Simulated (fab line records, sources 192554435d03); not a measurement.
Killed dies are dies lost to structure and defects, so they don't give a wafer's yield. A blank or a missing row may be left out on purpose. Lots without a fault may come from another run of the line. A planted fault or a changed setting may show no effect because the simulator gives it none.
A struck lot beside a sound one | flow n5_finfet | 40 steps out of a route of 1938
Sound: wafers L791.1, L791.5, L791.6. Struck: wafers L801.2, L801.4, L801.6. The cause comes at the end.
At each step with rows: each side's tool, then ch and its chambers, then its first start. Under that, the readings that differ: sound wafers | struck wafers | difference of the means | sigmas: that difference in standard deviations of wafers without a fault.
alike: readings whose means differ by less than 2 such deviations, and words and numbers that are the same on both sides. not compared: withheld readings, readings that some wafer has no value for, bounds like >300 that may hide the same value, and numbers for which the record gives no deviation and whose values overlap.
The two part at a step that has a row with sigmas, a row that says differs or no value, or rows on one side only. Numbers that don't overlap but have no deviation are shown without sigmas and don't part them. A reading that every wafer of one side lacks parts them only if that side has two wafers or more.

first, 12 steps without rows for these wafers: N5_SD_EPI_N_STRIP_36 (strips in N2/H2); N5_SD_EPI_N_ETCHBACK_44 (etches SiNx in CH3F/O2, stops on SiO2, target depth 14.5 nm); N5_SD_EPI_N_ETCH_45 (etches SiOCN in CH3F/O2, target depth 6 nm); N5_SD_EPI_N_ETCH_16 (etches SiO2 in CHF3/O2, target depth 5 nm); N5_SD_EPI_N_STRIP_47 (strips in CHF3/O2); N5_SD_EPI_N_SD_RECESS_17 (chemistry HBr/Cl2/O2, target depth 41 nm, time 23.7 s, bt time 3 s); N5_SD_EPI_N_STRIP_38 (strips in N2/H2); N5_SD_EPI_N_WET_ETCH_43 (etches SiO2 in dHF, time 14 s, target depth 1.5 nm); N5_SD_EPI_N_STRIP_18 (strips in SPM, time 750 s); N5_SD_EPI_N_SRD_20 (time 30 s); N5_SD_EPI_N_PRECLEAN_48 (cleans in NF3:NH3, afs cycles 2, time 20 s, sublimation time 60 s); N5_SD_EPI_N_VAPOR_ETCH_50 (etches Si in HCl, time 54 s).
N5_SD_EPI_N_EPI_21: deposits Si:P, time 690 s.
  sound on epi_rpcvd-03 ch 0, day 4 03:53; struck on epi_rpcvd-03 ch 0, day 6 14:22
  reading                                   | sound             | struck            | difference | sigmas
  susceptor_temp_C (C)                      | 680.2 679.9 679.8 | 684.2 683.9 684.1 | +4.1       | +13
  susceptor_temp_C_max                      | 681.6 681.0 681.3 | 685.3 685.2 685.0 | +3.9       | +5
  model.Si-P_of_SD_EPI_N_EPI_21.thk_nm (nm) | 59.4 59.6 59.4    | 61.6 63.6 63.4    | +3.4       |
N5_SD_EPI_N_EPI_MEAS_23:
  sound on film_metro-01, day 4 06:55; struck on film_metro-01, day 6 15:49
  alike: thk_nm
then, 24 steps without rows for these wafers: N5_SD_EPI_N_PRECLEAN_24 (cleans in O3/DIW, time 60 s); N5_SD_EPI_N_SRD_25 (time 30 s); N5_SD_EPI_N_PRECLEAN_49 (cleans in NF3:NH3, afs cycles 1, time 20 s, sublimation time 60 s); N5_SD_EPI_N_LINER_46 (material SiNx, target thk 3 nm); N5_SD_EPI_P_COAT_34 (time 60 s, resist thk 350 nm); N5_SD_EPI_P_COAT_35 (time 60 s, resist thk 35 nm); N5_SD_EPI_P_COAT_03 (resist thk 150 nm); N5_SD_EPI_P_EBR_05; N5_SD_EPI_P_SOFTBAKE_04 (time 60 s); N5_SD_EPI_P_EXPOSE_06 (exposes mask SD P BLK, target cd 240 nm); N5_SD_EPI_P_PEB_07 (peb time 60 s); N5_SD_EPI_P_DEVELOP_08 (develop time 30 s); N5_SD_EPI_P_DESCUM_14 (chemistry O2, time 7.9 s); N5_SD_EPI_P_ETCH_36 (etches SiARC in CF4, target depth 45.5 nm, time 75.8 s); N5_SD_EPI_P_ETCH_37 (etches SOC in N2/H2, overetch 108 nm, time 486 s); N5_SD_EPI_P_STRIP_38 (strips in N2/H2); N5_SD_EPI_P_ETCHBACK_46 (etches SiNx in CH3F/O2, stops on SiO2, target depth 17.5 nm); N5_SD_EPI_P_ETCH_47 (etches SiOCN in CH3F/O2, target depth 25 nm); N5_SD_EPI_P_ETCH_16 (etches SiO2 in CHF3/O2, target depth 5 nm); N5_SD_EPI_P_STRIP_50 (strips in CHF3/O2); N5_SD_EPI_P_SD_RECESS_17 (chemistry HBr/Cl2/O2, target depth 39.1 nm, bt time 3 s); N5_SD_EPI_P_WET_ETCH_45 (etches SiO2 in dHF, time 10.7 s, target depth 2 nm, rinse time 30 s); N5_SD_EPI_P_STRIP_40 (strips in N2/H2); N5_SD_EPI_P_PRECLEAN_52 (cleans in O3/DIW, time 60 s).
N5_MOL_CONTACT_COAG_ETCH_15: etches SiNx in CH3F/O2, stops on Si:P, target depth 7 nm.
  sound on rie_diel-01 ch 1,2,3, day 5 20:35; struck on rie_diel-03 ch 0,1,3, day 8 04:04
  reading                                   | sound          | struck         | difference | sigmas
  model.Si-P_of_SD_EPI_N_EPI_21.thk_nm (nm) | 58.6 58.8 58.6 | 60.8 62.6 62.6 | +3.3       |
  alike: drypump_motor_current_A, oes_f_703_au, oes_product_au, rf_vpp_V, showerhead_plenum_p_Torr, throttle_valve_pct
  not compared: rf_hours_counter_h
-- the record jumps here: 8 days lie between the struck wafers' starts before and after (it left off in module MOL_CONTACT_COAG and takes up again in module PASSIVATION, whose first step shown is number 1936 of the route) --
N5_PASSIVATION_PROBE_49:
  the record has rows for the struck wafers here (prober-02, day 16 11:31) and none for the sound ones

WHERE THEY PART
First at N5_SD_EPI_N_EPI_21; last, within this record, at N5_PASSIVATION_PROBE_49.

WHY: what the simulator had put in
Process parameter drift: epi_rpcvd-03, from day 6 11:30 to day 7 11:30, at N5_SD_EPI_N_EPI_21. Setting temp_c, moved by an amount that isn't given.
